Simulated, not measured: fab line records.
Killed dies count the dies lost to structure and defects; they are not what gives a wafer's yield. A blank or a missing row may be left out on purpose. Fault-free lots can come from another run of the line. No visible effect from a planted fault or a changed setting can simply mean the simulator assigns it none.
fab line records	flow n5-finfet
[record] lots = 24	wafers = 72	last-day = 18
route steps=1938 shown BEOL_M4@1063
lots untouched by any fault: they come from a run of this same line in which no faults occurred
start-h: hours from the record's opening day to when the first of the lot's shown wafers began	wait-h: how many hours have passed since the lot's step before this one	" repeats the value in the row above	L1.1+2: a single row standing in for several wafers	- either no value or no given start	* or withheld: withheld	< > ~ a bound
route shown NAME@n: names a module that has steps shown in the file, with the first one's number in the route	usual: average and standard deviation across the fault-free wafers	same: alike in all rows	chamber/n: place in a boat	sites: readings site by site	_std_site: their standard deviation	_edge_site: mean of outer sites minus mean of inner sites	radius-mm: how far each site lies from the wafer's centre	mask NAME#n: copy n	behind: the last tool/chamber to shape the wafer	hold: what put the lot on hold/how long, in hours/how the hold closed	device: the n, p or np transistor that did not switch	end of line: the same wafers' tests at the end of the route	for a step that has no rows: nothing shown but its recipe	killed: count of dies lost to structure and defects at first sort (not the wafer's yield)	map: dies across one wafer; x = killed, . = not, _ = none there
set.NAME: the setting the step ran with; set.NAME@STEP: the setting that earlier step ran with	model.NAME: the simulator's own value behind a step, which no gauge read
one table for each step of the route and one row for each wafer, over a sample of lots
services: the hour from which a tool's chamber was out of use, counted from the record's first day as start-h (under 0 if before that day), plus the number of hours and why
[[steps]]
[step N5_BEOL_M4_ETCHBACK_99]
[recipe] chemistry = CHF3	target = SiO2	target-depth-a = 50	time-s = 10.4	source-w = 215	bias-w = 47	Ar_flow_sccm = 200	CHF3_flow_sccm = 12	ion-energy-ev = 100	pressure-mtorr = 30
[usual] drypump-motor-current-A = 5.7/0.4	oes-product-au = 0.84/0.08	rf-vpp-V = 239/5.1	showerhead-plenum-p-Torr = 2.12/0.064	throttle-valve-pct = 17.05/0.17
lot.wafer	tool	chamber	start-h	wait-h	drypump-motor-current-A	oes-product-au	rf-hours-counter-h	rf-vpp-V	showerhead-plenum-p-Torr	throttle-valve-pct
L074.1	rie-diel-02	0	162.98	6.2	5.7	1.00	0	244	2.20	16.81
L074.4	"	1	"	"	6.6	0.89	-	233	2.11	16.86
L074.6	"	2	"	"	5.5	0.87	-	237	2.10	17.06
L076.3	rie-diel-03	0	166.05	4.2	5.4	0.93	13	235	2.10	16.98
L076.4	"	3	"	"	5.3	0.70	-	248	2.05	17.21
L076.6	"	0	"	"	5.4	0.93	-	235	2.10	16.99
L075.1	rie-diel-04	3	184.50	3.1	6.4	0.68	241	243	2.22	17.39
L075.2	"	0	"	"	5.2	0.80	117	233	2.08	17.30
L075.6	"	2	"	"	6.1	0.84	-	236	2.17	16.82
L077.1	rie-diel-03	1	187.18	5.7	5.5	0.97	5	235	2.12	17.24
L077.4	"	0	"	"	5.4	0.92	20	235	2.10	17.01
L077.5	"	1	"	"	5.5	0.98	-	237	2.12	17.25
L078.1	rie-diel-02	1	187.20	5.1	6.6	0.88	37	234	2.11	16.89
L078.4	"	2	"	"	5.5	0.85	-	236	2.10	17.06
L078.6	"	0	"	"	5.6	0.94	-	246	2.19	16.85
L079.4	rie-diel-03	1	189.82	2.6	5.6	0.97	7	236	2.12	17.27
L079.5	"	0	"	"	5.4	0.92	-	234	2.10	17.01
L079.6	"	3	"	"	5.3	0.69	-	249	2.04	17.24
L080.1	rie-diel-04	0	209.12	9.8	5.1	0.80	124	234	2.08	17.34
L080.5	"	0	"	"	5.2	0.80	-	234	2.08	17.33
L080.6	"	1	"	"	5.8	0.85	-	236	2.10	16.89
L081.1	rie-diel-03	1	209.21	9.6	5.6	0.93	12	237	2.12	17.26
L081.2	"	0	"	"	5.4	0.89	27	237	2.10	17.03
L081.3	"	2	"	"	5.7	0.85	52	242	2.10	17.01
L082.1	rie-diel-03	1	212.00	12.1	5.6	0.95	13	237	2.12	17.26
L082.2	"	3	"	"	5.2	0.69	206	249	2.04	17.23
L082.3	"	2	"	"	5.7	0.84	52	242	2.10	17.00
L085.1	rie-diel-03	3	216.72	0.2	5.2	0.69	207	249	2.04	17.25
L085.4	"	0	"	"	5.4	0.91	29	235	2.10	17.02
L085.6	"	0	"	"	5.4	0.90	-	236	2.10	17.02
L083.2	rie-diel-03	1	217.20	0.1	5.5	0.95	14	239	2.12	17.27
L083.4	"	3	"	"	5.2	0.69	207	250	2.04	17.23
L083.5	"	2	"	"	5.7	0.85	-	242	2.10	17.01
L084.2	rie-diel-02	2	235.99	16.9	5.5	0.84	82	236	2.09	17.09
L084.4	"	0	"	"	5.6	0.91	30	244	2.19	16.87
L084.5	"	2	"	"	5.5	0.84	-	236	2.09	17.10
L086.1	rie-diel-02	1	256.70	2.6	6.6	0.84	62	233	2.10	16.92
L086.4	"	2	"	"	5.5	0.83	89	235	2.09	17.12
L086.5	"	0	"	"	5.6	0.88	-	244	2.19	16.88
L089.1	rie-diel-03	2	256.89	2.2	5.7	0.84	67	241	2.09	17.03
L089.4	"	3	"	"	5.3	0.68	222	249	2.03	17.28
L089.5	"	3	"	"	5.3	0.68	-	248	2.04	17.28
L087.3	rie-diel-03	3	262.37	0.1	5.2	0.68	223	248	2.03	17.28
L087.5	"	3	"	"	5.3	0.67	-	249	2.03	17.30
L087.6	"	0	"	"	5.4	0.87	-	234	2.09	17.05
L088.3	rie-diel-04	1	262.58	0.2	5.8	0.83	76	236	2.09	16.91
L088.5	"	2	"	"	6.1	0.81	-	235	2.16	16.89
L088.6	"	3	"	"	6.4	0.93	-	243	2.21	16.99
L090.2	rie-diel-02	3	266.23	3.7	5.6	0.89	25	237	2.29	16.78
L090.4	"	1	"	"	6.6	0.85	65	233	2.10	16.92
L090.6	"	1	"	"	6.6	0.83	-	232	2.10	16.92
L091.1	rie-diel-02	0	266.60	3.2	5.6	0.88	41	245	2.18	16.89
L091.2	"	2	"	"	5.5	0.82	93	235	2.09	17.12
L091.4	"	3	"	"	5.6	0.90	25	238	2.29	16.80
L093.1	rie-diel-03	2	282.34	13.0	5.7	0.81	74	242	2.09	17.05
L093.2	"	1	"	"	5.6	0.90	34	237	2.11	17.30
L093.4	"	3	"	"	5.2	0.67	229	248	2.03	17.30
L092.1	rie-diel-04	3	286.60	13.0	6.4	0.90	21	241	2.21	17.01
L092.4	"	2	"	"	6.2	0.80	-	233	2.16	16.91
L092.5	"	3	"	"	6.4	0.90	-	243	2.21	17.00
L094.3	rie-diel-02	1	286.96	13.2	6.6	0.82	73	232	2.10	16.94
L094.5	"	2	"	"	5.5	0.81	-	236	2.09	17.13
L094.6	"	3	"	"	5.5	0.88	-	236	2.29	16.82
L095.1	rie-diel-03	3	289.96	0.4	5.2	0.67	232	248	2.03	17.30
L095.2	"	1	"	"	5.6	0.89	36	237	2.11	17.31
L095.3	"	0	"	"	5.4	0.86	53	235	2.09	17.06
L096.1	rie-diel-03	2	319.59	16.4	5.7	0.81	85	241	2.09	17.07
L096.3	"	1	"	"	5.5	0.88	45	236	2.11	17.31
L096.4	"	0	"	"	5.4	0.86	62	235	2.08	17.09
L097.2	rie-diel-02	2	321.72	7.8	5.5	0.80	113	236	2.08	17.16
L097.4	"	1	"	"	6.7	0.82	83	233	2.09	16.95
L097.6	"	2	"	"	5.5	0.80	-	235	2.08	17.16
[step N5_BEOL_M4_VIA_ETCH_34]
[recipe] chemistry = C4F6/O2	target-depth-a = 694	mask-material = SOC	pressure-mtorr = 15	ion-energy-ev = 250	taper-deg = 4	time-s = 65.9	source-w = 350	bias-w = 170	Ar_flow_sccm = 300	C4F6_flow_sccm = 10	O2_flow_sccm = 10
[usual] drypump-motor-current-A = 5.7/0.4	oes-product-au = 0.84/0.081	rf-vpp-V = 661/14	showerhead-plenum-p-Torr = 2.80/0.081	throttle-valve-pct = 30.79/0.18
lot.wafer	tool	chamber	start-h	wait-h	drypump-motor-current-A	oes-product-au	rf-hours-counter-h	rf-vpp-V	showerhead-plenum-p-Torr	throttle-valve-pct
L074.1	rie-diel-02	0	163.12	0.0	5.6	1.00	0	678	2.90	30.56
L074.4	"	1	"	"	6.7	0.89	-	646	2.79	30.61
L074.6	"	2	"	"	5.5	0.86	-	654	2.78	30.99
L076.3	rie-diel-03	0	166.20	0.0	5.4	0.93	13	650	2.78	30.68
L076.4	"	3	"	"	5.3	0.70	-	689	2.71	30.84
L076.6	"	0	"	"	5.4	0.93	-	651	2.78	30.70
L075.1	rie-diel-04	3	184.64	0.0	6.4	0.68	241	671	2.92	30.97
L075.2	"	0	"	"	5.2	0.81	117	647	2.75	31.19
L075.6	"	2	"	"	6.1	0.85	-	651	2.87	30.52
L077.1	rie-diel-03	1	187.32	0.0	5.6	0.97	5	655	2.80	31.04
L077.4	"	0	"	"	5.4	0.91	20	651	2.78	30.70
L077.5	"	1	"	"	5.5	0.97	-	658	2.80	31.04
L078.1	rie-diel-02	1	187.34	0.0	6.6	0.88	37	644	2.79	30.61
L078.4	"	2	"	"	5.5	0.86	-	655	2.78	31.02
L078.6	"	0	"	"	5.6	0.94	-	675	2.90	30.59
L079.4	rie-diel-03	1	189.96	0.0	5.6	0.96	7	658	2.80	31.04
L079.5	"	0	"	"	5.4	0.91	-	651	2.77	30.71
L079.6	"	3	"	"	5.3	0.69	-	687	2.70	30.84
L080.1	rie-diel-04	0	209.27	0.0	5.2	0.80	124	648	2.75	31.19
L080.5	"	0	"	"	5.2	0.80	-	647	2.75	31.19
L080.6	"	1	"	"	5.8	0.86	-	654	2.77	30.67
L081.1	rie-diel-03	1	209.36	0.0	5.6	0.95	12	654	2.80	31.04
L081.2	"	0	"	"	5.4	0.91	27	650	2.77	30.72
L081.3	"	2	"	"	5.7	0.86	52	668	2.77	30.80
L082.1	rie-diel-03	1	212.15	0.0	5.6	0.93	13	657	2.80	31.04
L082.2	"	3	"	"	5.3	0.68	206	687	2.70	30.85
L082.3	"	2	"	"	5.7	0.84	52	670	2.77	30.82
L085.1	rie-diel-03	3	216.87	0.0	5.3	0.68	207	687	2.70	30.86
L085.4	"	0	"	"	5.4	0.91	29	651	2.77	30.70
L085.6	"	0	"	"	5.4	0.90	-	650	2.77	30.71
L083.2	rie-diel-03	1	217.34	0.0	5.6	0.94	14	657	2.79	31.05
L083.4	"	3	"	"	5.2	0.69	207	686	2.70	30.85
L083.5	"	2	"	"	5.7	0.85	-	668	2.77	30.81
L084.2	rie-diel-02	2	236.14	0.0	5.5	0.85	82	653	2.77	31.02
L084.4	"	0	"	"	5.6	0.91	30	677	2.89	30.60
L084.5	"	2	"	"	5.5	0.84	-	652	2.77	31.03
L086.1	rie-diel-02	1	256.85	0.0	6.7	0.84	62	643	2.78	30.63
L086.4	"	2	"	"	5.5	0.83	89	652	2.76	31.03
L086.5	"	0	"	"	5.6	0.88	-	677	2.88	30.58
L089.1	rie-diel-03	2	257.03	0.0	5.7	0.83	67	669	2.76	30.83
L089.4	"	3	"	"	5.2	0.67	222	686	2.69	30.88
L089.5	"	3	"	"	5.2	0.67	-	686	2.69	30.86
L087.3	rie-diel-03	3	262.52	0.0	5.3	0.68	223	688	2.69	30.86
L087.5	"	3	"	"	5.3	0.67	-	687	2.69	30.86
L087.6	"	0	"	"	5.4	0.87	-	651	2.76	30.74
L088.3	rie-diel-04	1	262.72	0.0	5.8	0.82	77	651	2.77	30.66
L088.5	"	2	"	"	6.1	0.81	-	649	2.86	30.54
L088.6	"	3	"	"	6.4	0.93	-	672	2.91	30.80
L090.2	rie-diel-02	3	266.37	0.0	5.6	0.89	25	655	3.02	30.55
L090.4	"	1	"	"	6.7	0.84	65	644	2.78	30.64
L090.6	"	1	"	"	6.7	0.84	-	644	2.77	30.63
L091.1	rie-diel-02	0	266.74	0.0	5.6	0.88	41	678	2.88	30.59
L091.2	"	2	"	"	5.5	0.82	93	654	2.76	31.03
L091.4	"	3	"	"	5.6	0.89	25	655	3.01	30.53
L093.1	rie-diel-03	2	282.48	0.0	5.7	0.82	74	668	2.76	30.83
L093.2	"	1	"	"	5.6	0.90	34	656	2.79	31.05
L093.4	"	3	"	"	5.2	0.67	229	687	2.69	30.88
L092.1	rie-diel-04	3	286.75	0.0	6.4	0.90	22	669	2.91	30.82
L092.4	"	2	"	"	6.1	0.80	-	653	2.85	30.54
L092.5	"	3	"	"	6.4	0.91	-	669	2.91	30.82
L094.3	rie-diel-02	1	287.10	0.0	6.7	0.83	73	644	2.77	30.64
L094.5	"	2	"	"	5.5	0.81	-	653	2.76	31.03
L094.6	"	3	"	"	5.6	0.88	-	656	3.01	30.53
L095.1	rie-diel-03	3	290.11	0.0	5.2	0.67	232	688	2.69	30.88
L095.2	"	1	"	"	5.6	0.89	36	657	2.79	31.07
L095.3	"	0	"	"	5.4	0.87	53	650	2.76	30.73
L096.1	rie-diel-03	2	319.74	0.0	5.7	0.79	85	668	2.76	30.85
L096.3	"	1	"	"	5.6	0.87	45	655	2.78	31.07
L096.4	"	0	"	"	5.4	0.84	62	648	2.76	30.75
L097.2	rie-diel-02	2	321.86	0.0	5.5	0.81	113	654	2.75	31.04
L097.4	"	1	"	"	6.6	0.81	83	644	2.77	30.66
L097.6	"	2	"	"	5.5	0.80	-	653	2.75	31.05
[step N5_BEOL_M4_ALD_84]
[recipe] material = TaN	target-thk-a = *	temp-c = 275	ald-precursor-family = PDMAT	ald-co-reactant = NH3	pressure-torr = 3	carrier-flow-sccm = 1500	pulse-time-s = 2	purge-time-s = 3	co-reactant-purge-time-s = 2	co-reactant-pulse-time-s = 3	ald-cycles = 30	precursor-vessel-temp-c = 75	precursor-vessel-pressure-torr = 26.25	precursor-vessel-carrier-sccm = 1000
[usual] heater-power-w = 436/45	mfc-carrier-sccm = 1500/4.1
[same] co-reactant-pulse-time-s = 3
lot.wafer	tool	chamber	start-h	wait-h	heater-power-w	mfc-carrier-sccm
L074.1	ald-metal-03	0	163.69	0.0	402	1505
L074.4	"	0	"	"	393	1502
L074.6	"	1	"	"	541	1503
L076.3	ald-metal-03	3	167.27	0.0	426	1502
L076.4	"	1	"	"	527	1495
L076.6	"	3	"	"	425	1502
L075.1	ald-metal-02	0	185.33	0.0	425	1501
L075.2	"	3	"	"	401	1503
L075.6	"	3	"	"	410	1504
L077.1	ald-metal-02	3	188.07	0.0	398	1499
L077.4	"	0	"	"	420	1491
L077.5	"	0	"	"	412	1493
L078.1	ald-metal-03	1	188.10	0.0	541	1501
L078.4	"	2	"	"	431	1497
L078.6	"	3	"	"	438	1496
L079.4	ald-metal-03	2	190.86	0.1	425	1499
L079.5	"	3	"	"	432	1492
L079.6	"	1	"	"	525	1497
L080.1	ald-metal-03	3	209.86	0.0	429	1494
L080.5	"	0	"	"	409	1498
L080.6	"	1	"	"	531	1504
L081.1	ald-metal-01	2	209.94	0.1	477	1499
L081.2	"	0	"	"	473	1506
L081.3	"	1	"	"	411	1496
L082.1	ald-metal-03	2	213.07	0.1	427	1506
L082.2	"	0	"	"	393	1502
L082.3	"	1	"	"	540	1501
L085.1	ald-metal-02	2	217.77	0.1	444	1503
L085.4	"	1	"	"	384	1504
L085.6	"	3	"	"	400	1505
L083.2	ald-metal-03	2	217.91	0.0	424	1494
L083.4	"	3	"	"	415	1501
L083.5	"	2	"	"	428	1496
L084.2	ald-metal-02	0	237.25	0.0	417	1497
L084.4	"	1	"	"	381	1500
L084.5	"	2	"	"	464	1500
L086.1	ald-metal-03	0	257.72	0.2	404	1500
L086.4	"	1	"	"	530	1495
L086.5	"	0	"	"	397	1506
L089.1	ald-metal-02	2	258.44	0.3	458	1504
L089.4	"	1	"	"	389	1503
L089.5	"	3	"	"	410	1497
L087.3	ald-metal-02	0	263.07	0.0	425	1506
L087.5	"	1	"	"	392	1497
L087.6	"	0	"	"	415	1504
L088.3	ald-metal-02	3	263.48	0.1	403	1506
L088.5	"	2	"	"	456	1496
L088.6	"	3	"	"	407	1499
L090.2	ald-metal-03	1	267.36	0.0	535	1509
L090.4	"	0	"	"	391	1500
L090.6	"	0	"	"	397	1494
L091.1	ald-metal-02	1	267.47	0.1	388	1491
L091.2	"	2	"	"	449	1499
L091.4	"	0	"	"	415	1503
L093.1	ald-metal-01	2	283.49	0.1	483	1511
L093.2	"	1	"	"	418	1499
L093.4	"	3	"	"	462	1498
L092.1	ald-metal-02	3	287.85	0.0	406	1498
L092.4	"	2	"	"	454	1502
L092.5	"	2	"	"	458	1497
L094.3	ald-metal-01	0	288.01	0.0	474	1506
L094.5	"	3	"	"	476	1500
L094.6	"	0	"	"	468	1496
L095.1	ald-metal-02	1	290.76	0.0	385	1504
L095.2	"	3	"	"	406	1503
L095.3	"	0	"	"	417	1497
L096.1	ald-metal-03	1	320.67	0.0	535	1503
L096.3	"	0	"	"	401	1498
L096.4	"	0	"	"	403	1499
L097.2	ald-metal-02	0	322.69	0.0	417	1503
L097.4	"	2	"	"	452	1496
L097.6	"	1	"	"	384	1504
[step N5_BEOL_M4_SPUTTER_81]
[recipe] material = Cu	target-thk-a = 45	temp-c = -20	chamber-pressure-pa = 0.07	power-w = withheld	time-s = 8.29
[usual] chuck-gas-flow-sccm = 1.26/0.045	throttle-valve-pct = 30.0/0.86
lot.wafer	tool	chamber	start-h	wait-h	chuck-gas-flow-sccm	throttle-valve-pct
L074.1	pvd-sputter-02	-	166.07	0.1	1.23	30.2
L074.4	"	-	"	"	1.28	30.3
L074.6	"	-	"	"	1.33	30.1
L076.3	pvd-sputter-03	-	168.29	0.1	1.28	29.6
L076.4	"	-	"	"	1.21	30.0
L076.6	"	-	"	"	1.21	30.1
L075.1	pvd-sputter-03	-	187.91	0.1	1.24	29.5
L075.2	"	-	"	"	1.28	31.6
L075.6	"	-	"	"	1.23	29.5
L077.1	pvd-sputter-01	-	188.96	0.1	1.31	30.3
L077.4	"	-	"	"	1.20	29.0
L077.5	"	-	"	"	1.25	30.3
L078.1	pvd-sputter-02	-	189.00	0.1	1.25	29.5
L078.4	"	-	"	"	1.31	30.2
L078.6	"	-	"	"	1.20	30.7
L079.4	pvd-sputter-03	-	191.70	0.1	1.24	31.2
L079.5	"	-	"	"	1.33	30.2
L079.6	"	-	"	"	1.22	29.5
L080.1	pvd-sputter-02	-	211.01	0.1	1.30	28.5
L080.5	"	-	"	"	1.23	30.4
L080.6	"	-	"	"	1.22	28.4
L081.1	pvd-sputter-03	-	212.55	0.1	1.24	31.2
L081.2	"	-	"	"	1.28	29.8
L081.3	"	-	"	"	1.26	29.3
L082.1	pvd-sputter-02	-	214.25	0.1	1.23	29.4
L082.2	"	-	"	"	1.31	30.0
L082.3	"	-	"	"	1.27	28.4
L085.1	pvd-sputter-01	-	218.66	0.1	1.23	29.0
L085.4	"	-	"	"	1.26	30.3
L085.6	"	-	"	"	1.28	28.8
L083.2	pvd-sputter-02	-	219.23	0.1	1.36	28.7
L083.4	"	-	"	"	1.24	30.2
L083.5	"	-	"	"	1.26	30.5
L084.2	pvd-sputter-01	-	238.14	0.1	1.31	28.8
L084.4	"	-	"	"	1.28	29.2
L084.5	"	-	"	"	1.24	28.8
L086.1	pvd-sputter-03	-	260.00	0.1	1.17	30.0
L086.4	"	-	"	"	1.22	31.5
L086.5	"	-	"	"	1.26	30.1
L089.1	pvd-sputter-02	-	260.47	0.1	1.26	28.7
L089.4	"	-	"	"	1.27	30.2
L089.5	"	-	"	"	1.19	30.5
L087.3	pvd-sputter-01	-	264.00	0.1	1.25	29.1
L087.5	"	-	"	"	1.26	28.8
L087.6	"	-	"	"	1.27	31.9
L088.3	pvd-sputter-02	-	265.34	0.1	1.23	30.1
L088.5	"	-	"	"	1.28	30.6
L088.6	"	-	"	"	1.30	29.7
L090.2	pvd-sputter-03	-	268.27	0.1	1.18	31.5
L090.4	"	-	"	"	1.29	29.8
L090.6	"	-	"	"	1.26	31.4
L091.1	pvd-sputter-02	-	269.76	0.1	1.30	28.4
L091.2	"	-	"	"	1.25	30.4
L091.4	"	-	"	"	1.23	30.3
L093.1	pvd-sputter-03	-	286.22	0.1	1.25	29.5
L093.2	"	-	"	"	1.19	29.9
L093.4	"	-	"	"	1.27	30.2
L092.1	pvd-sputter-01	-	288.93	0.1	1.31	31.7
L092.4	"	-	"	"	1.24	28.9
L092.5	"	-	"	"	1.24	28.8
L094.3	pvd-sputter-03	-	289.10	0.1	1.31	29.8
L094.5	"	-	"	"	1.31	29.8
L094.6	"	-	"	"	1.24	31.5
L095.1	pvd-sputter-03	-	291.67	0.1	1.32	29.7
L095.2	"	-	"	"	1.21	30.4
L095.3	"	-	"	"	1.23	29.3
L096.1	pvd-sputter-02	-	321.60	0.1	1.28	30.3
L096.3	"	-	"	"	1.29	29.6
L096.4	"	-	"	"	1.37	28.5
L097.2	pvd-sputter-02	-	325.28	0.1	1.36	30.4
L097.4	"	-	"	"	1.26	28.8
L097.6	"	-	"	"	1.31	29.7
[step N5_BEOL_M4_SPUTTER_86]
[recipe] material = Cu	target-thk-a = 45	temp-c = -20	chamber-pressure-pa = 0.07	power-w = withheld	time-s = 8.29
[usual] chuck-gas-flow-sccm = 1.26/0.053	throttle-valve-pct = 30.0/0.88
lot.wafer	tool	chamber	start-h	wait-h	chuck-gas-flow-sccm	throttle-valve-pct
L074.1	pvd-sputter-02	-	166.29	0.1	1.23	30.3
L074.4	"	-	"	"	1.24	30.5
L074.6	"	-	"	"	1.30	30.2
L076.3	pvd-sputter-03	-	168.51	0.1	1.29	29.6
L076.4	"	-	"	"	1.26	30.1
L076.6	"	-	"	"	1.23	29.9
L075.1	pvd-sputter-03	-	188.13	0.1	1.27	29.5
L075.2	"	-	"	"	1.24	31.2
L075.6	"	-	"	"	1.31	29.6
L077.1	pvd-sputter-01	-	189.18	0.1	1.21	30.2
L077.4	"	-	"	"	1.23	29.0
L077.5	"	-	"	"	1.24	29.8
L078.1	pvd-sputter-02	-	189.22	0.1	1.22	29.4
L078.4	"	-	"	"	1.28	30.1
L078.6	"	-	"	"	1.27	30.4
L079.4	pvd-sputter-03	-	191.92	0.1	1.21	31.5
L079.5	"	-	"	"	1.17	30.0
L079.6	"	-	"	"	1.23	29.8
L080.1	pvd-sputter-02	-	211.23	0.1	1.41	28.3
L080.5	"	-	"	"	1.26	30.5
L080.6	"	-	"	"	1.18	28.5
L081.1	pvd-sputter-03	-	212.77	0.1	1.28	31.5
L081.2	"	-	"	"	1.28	29.7
L081.3	"	-	"	"	1.25	29.7
L082.1	pvd-sputter-02	-	214.47	0.1	1.25	29.4
L082.2	"	-	"	"	1.21	30.1
L082.3	"	-	"	"	1.25	28.7
L085.1	pvd-sputter-01	-	218.88	0.1	1.23	28.7
L085.4	"	-	"	"	1.24	30.2
L085.6	"	-	"	"	1.13	28.8
L083.2	pvd-sputter-02	-	219.45	0.1	1.32	28.4
L083.4	"	-	"	"	1.35	30.2
L083.5	"	-	"	"	1.21	30.3
L084.2	pvd-sputter-01	-	238.36	0.1	1.28	28.6
L084.4	"	-	"	"	1.32	29.0
L084.5	"	-	"	"	1.21	29.2
L086.1	pvd-sputter-03	-	260.22	0.1	1.24	30.0
L086.4	"	-	"	"	1.38	31.2
L086.5	"	-	"	"	1.31	30.4
L089.1	pvd-sputter-02	-	260.69	0.1	1.31	28.7
L089.4	"	-	"	"	1.22	30.1
L089.5	"	-	"	"	1.15	30.4
L087.3	pvd-sputter-01	-	264.22	0.1	1.22	29.1
L087.5	"	-	"	"	1.27	28.6
L087.6	"	-	"	"	1.21	31.6
L088.3	pvd-sputter-02	-	265.56	0.1	1.21	30.0
L088.5	"	-	"	"	1.16	30.4
L088.6	"	-	"	"	1.27	29.5
L090.2	pvd-sputter-03	-	268.49	0.1	1.24	31.7
L090.4	"	-	"	"	1.34	29.8
L090.6	"	-	"	"	1.15	31.5
L091.1	pvd-sputter-02	-	269.98	0.1	1.34	28.6
L091.2	"	-	"	"	1.30	30.4
L091.4	"	-	"	"	1.36	30.2
L093.1	pvd-sputter-03	-	286.44	0.1	1.33	29.9
L093.2	"	-	"	"	1.26	30.2
L093.4	"	-	"	"	1.21	29.8
L092.1	pvd-sputter-01	-	289.15	0.1	1.26	32.0
L092.4	"	-	"	"	1.24	29.0
L092.5	"	-	"	"	1.27	29.1
L094.3	pvd-sputter-03	-	289.32	0.1	1.19	30.2
L094.5	"	-	"	"	1.29	29.4
L094.6	"	-	"	"	1.20	31.4
L095.1	pvd-sputter-03	-	291.89	0.1	1.26	30.0
L095.2	"	-	"	"	1.24	30.1
L095.3	"	-	"	"	1.22	29.5
L096.1	pvd-sputter-02	-	321.82	0.1	1.29	30.1
L096.3	"	-	"	"	1.34	29.6
L096.4	"	-	"	"	1.33	28.6
L097.2	pvd-sputter-02	-	325.50	0.1	1.39	30.0
L097.4	"	-	"	"	1.34	28.4
L097.6	"	-	"	"	1.21	29.5
[step N5_BEOL_M4_ANNEAL_95]
[recipe] temp-c = 400	time-s = 240	ambient = vacuum
[usual] heater-power-w = 826/94
lot.wafer	tool	chamber	start-h	wait-h	heater-power-w
L074.1	pvd-sputter-02	-	167.25	0.0	785
L074.4	"	-	"	"	788
L074.6	"	-	"	"	759
L076.3	pvd-sputter-03	-	169.47	0.0	685
L076.4	"	-	"	"	866
L076.6	"	-	"	"	694
L075.1	pvd-sputter-03	-	189.09	0.0	706
L075.2	"	-	"	"	865
L075.6	"	-	"	"	682
L077.1	pvd-sputter-01	-	190.14	0.0	950
L077.4	"	-	"	"	1066
L077.5	"	-	"	"	966
L078.1	pvd-sputter-02	-	190.18	0.0	861
L078.4	"	-	"	"	798
L078.6	"	-	"	"	799
L079.4	pvd-sputter-03	-	192.88	0.0	865
L079.5	"	-	"	"	861
L079.6	"	-	"	"	706
L080.1	pvd-sputter-02	-	212.19	0.0	900
L080.5	"	-	"	"	774
L080.6	"	-	"	"	899
L081.1	pvd-sputter-03	-	213.79	0.0	875
L081.2	"	-	"	"	684
L081.3	"	-	"	"	707
L082.1	pvd-sputter-02	-	215.43	0.0	857
L082.2	"	-	"	"	749
L082.3	"	-	"	"	924
L085.1	pvd-sputter-01	-	219.84	0.0	807
L085.4	"	-	"	"	951
L085.6	"	-	"	"	798
L083.2	pvd-sputter-02	-	220.41	0.0	903
L083.4	"	-	"	"	756
L083.5	"	-	"	"	788
L084.2	pvd-sputter-01	-	239.32	0.0	818
L084.4	"	-	"	"	1075
L084.5	"	-	"	"	1054
L086.1	pvd-sputter-03	-	261.18	0.0	696
L086.4	"	-	"	"	853
L086.5	"	-	"	"	860
L089.1	pvd-sputter-02	-	261.65	0.0	937
L089.4	"	-	"	"	743
L089.5	"	-	"	"	792
L087.3	pvd-sputter-01	-	265.18	0.0	1075
L087.5	"	-	"	"	1082
L087.6	"	-	"	"	797
L088.3	pvd-sputter-02	-	266.52	0.0	755
L088.5	"	-	"	"	775
L088.6	"	-	"	"	875
L090.2	pvd-sputter-03	-	269.45	0.0	848
L090.4	"	-	"	"	678
L090.6	"	-	"	"	874
L091.1	pvd-sputter-02	-	270.94	0.0	906
L091.2	"	-	"	"	797
L091.4	"	-	"	"	770
L093.1	pvd-sputter-03	-	287.40	0.0	698
L093.2	"	-	"	"	856
L093.4	"	-	"	"	712
L092.1	pvd-sputter-01	-	290.11	0.0	765
L092.4	"	-	"	"	1029
L092.5	"	-	"	"	817
L094.3	pvd-sputter-03	-	290.28	0.0	847
L094.5	"	-	"	"	689
L094.6	"	-	"	"	866
L095.1	pvd-sputter-03	-	292.85	0.0	697
L095.2	"	-	"	"	838
L095.3	"	-	"	"	672
L096.1	pvd-sputter-02	-	322.78	0.0	768
L096.3	"	-	"	"	866
L096.4	"	-	"	"	881
L097.2	pvd-sputter-02	-	326.46	0.0	759
L097.4	"	-	"	"	901
L097.6	"	-	"	"	855
[[services]]
tool	chamber	start-h	hours	kind
rie-diel-04	-	142.48	14.6	pm
ald-metal-01	1	143.47	3.0	repair
rie-diel-03	1	149.06	-	clean
rie-diel-03	1	149.06	-	consumable-replace:focus-ring
pvd-sputter-02	-	150.44	9.3	repair
ald-metal-03	2	156.55	7.5	repair
rie-diel-04	2	159.86	12.2	repair
rie-diel-02	3	166.92	-	clean
rie-diel-02	3	166.92	-	consumable-replace:focus-ring
rie-diel-02	3	166.92	-	consumable-replace:showerhead
rie-diel-02	3	166.92	25.5	scheduled-down
rie-diel-02	3	166.92	25.5	vent-cycle
ald-metal-03	0	187.42	3.6	repair
ald-metal-02	0	198.39	3.3	repair
rie-diel-04	3	212.00	-	clean
ald-metal-03	2	235.62	5.8	repair
ald-metal-03	1	241.96	5.4	repair
rie-diel-04	0	259.93	44.6	repair
ald-metal-03	-	285.70	8.7	pm
rie-diel-03	1	300.65	1.3	repair
ald-metal-02	-	306.27	0.4	repair
ald-metal-03	3	314.87	15.0	repair
rie-diel-04	0	315.19	1.6	repair
rie-diel-02	-	322.39	0.2	repair
[[key]]
fault none
